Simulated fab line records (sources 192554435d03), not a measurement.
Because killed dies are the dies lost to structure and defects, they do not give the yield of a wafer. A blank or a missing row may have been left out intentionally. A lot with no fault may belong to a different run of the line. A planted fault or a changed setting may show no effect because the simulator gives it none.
Lot-split experiment	flow n5 finfet	on a route of 1938 steps: 7 lots, 39 wafers read

== THE SPLIT ITSELF ==
At N5_SD_EPI_P_ETCH_16 (etches SiO2 in CHF3/O2, target depth 5 nm), the setting target depth a was moved away from the recipe's 50 angstrom on 12 of the 39 wafers read, by -12.6% to +12.7%. This setting was run at the recipe's value on the other wafers.

The reading comes from the split's own step.

== THE READING ==
etch.depth nm (the simulator's own value, which no gauge read), in nm, at N5_SD_EPI_P_ETCH_16 (etches SiO2 in CHF3/O2, target depth 5 nm). The file gives no usual value for it. Here, 27 wafers ran the recipe; their average is 4.988 nm with a standard deviation of 0.1 nm.

wafer	tool, chamber at the split	target depth a as run, angstrom	against the recipe	etch.depth nm, nm	against lot-mates on the recipe
L078.1	rie diel-05, 2	44.88	-10.2%	4.485	-0.434
L078.2	rie diel-05, 1	50	recipe	4.849	-
L078.3	rie diel-05, 0	44.88	-10.2%	4.529	-0.390
L078.4	rie diel-05, 3	50	recipe	5.027	-
L078.5	rie diel-05, 0	44.88	-10.2%	4.535	-0.384
L078.6	rie diel-05, 1	50	recipe	4.882	-
L081.1	rie diel-06, 1	50	recipe	4.886	-
L081.2	rie diel-06, 3	50	recipe	5.111	-
L081.3	rie diel-06, 0	52.03	+4.1%	5.336	+0.364
L081.4	rie diel-06, 2	52.03	+4.1%	5.154	+0.182
L081.5	rie diel-06, 2	52.03	+4.1%	5.157	+0.185
L081.6	rie diel-06, 1	50	recipe	4.92	-
L082.1	rie diel-02, 3	50	recipe	4.998	-
L082.2	rie diel-02, 2	50	recipe	5.051	-
L082.3	rie diel-02, 0	50	recipe	4.978	-
L082.4	rie diel-02, 0	50	recipe	5.014	-
L082.5	rie diel-02, 3	50	recipe	4.956	-
L082.6	rie diel-02, 2	50	recipe	5.116	-
L083.1	rie diel-05, 0	43.7	-12.6%	4.389	-0.481
L083.2	rie diel-05, 1	50	recipe	4.84	-
L083.3	rie diel-05, 2	43.7	-12.6%	4.347	-0.523
L083.4	rie diel-05, 3	50	recipe	4.941	-
L083.5	rie diel-05, 1	50	recipe	4.829	-
L083.6	rie diel-05, 0	43.7	-12.6%	4.428	-0.442
L084.2	rie diel-05, 0	50	recipe	5.051	-
L084.3	rie diel-05, 2	50	recipe	4.91	-
L084.6	rie diel-05, 1	50	recipe	4.764	-
L091.1	rie diel-06, 1	56.37	+12.7%	5.471	+0.376
L091.2	rie diel-06, 0	56.37	+12.7%	5.742	+0.647
L091.3	rie diel-06, 2	50	recipe	5.017	-
L091.4	rie diel-06, 3	50	recipe	5.163	-
L091.5	rie diel-06, 0	50	recipe	5.106	-
L091.6	rie diel-06, 1	56.37	+12.7%	5.509	+0.414
L097.1	rie diel-06, 1	50	recipe	4.925	-
L097.2	rie diel-06, 0	50	recipe	5.031	-
L097.3	rie diel-06, 2	50	recipe	5.017	-
L097.4	rie diel-06, 3	50	recipe	5.104	-
L097.5	rie diel-06, 0	50	recipe	5.089	-
L097.6	rie diel-06, 3	50	recipe	5.108	-

THE FIT
A straight line over all 39 wafers: etch.depth nm changes by +0.047 nm for each +1% of target depth a; r = +0.94; the points scatter about the line by 0.098 nm.
The same after taking each lot's own level away (the mean of its wafers on the recipe; 39 wafers): +0.0391 nm for each +1%; r = +0.95; scatter 0.08 nm.
On that fit, the largest move of target depth a shifts the reading by 0.5 nm.
Across the lots, their own levels run from 4.8700 to 5.0953 nm, a range of 2.2 times the standard deviation given above.
So the slope is not independent of the lot-to-lot level: the two fits are not the same.
Check: for one of the wafers moved furthest among these (+12.7%), held out of the fit, the line's prediction against its lot-mates is +0.529 nm. Against them it came out at +0.376 nm.

== OTHER SPLITS ON THESE WAFERS ==
These wafers also went through other splits before the reading. Each is held against what the fit with the lots' levels taken away leaves over:
other split on the same wafers	wafers away from the commonest value	r with etch.depth nm (lot level and that fit taken away)
N5_DUMMY_GATE_EXPOSE_12 dose mj	15	+0.03
N5_DUMMY_GATE_ETCH_32 time s	12	-0.10
N5_SD_EPI_N_ETCH_35 time s	15	-0.06

== FILE'S OWN FIT ==
etch.depth nm changes by +0.0391 nm for each +1% of target depth a, r = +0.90.
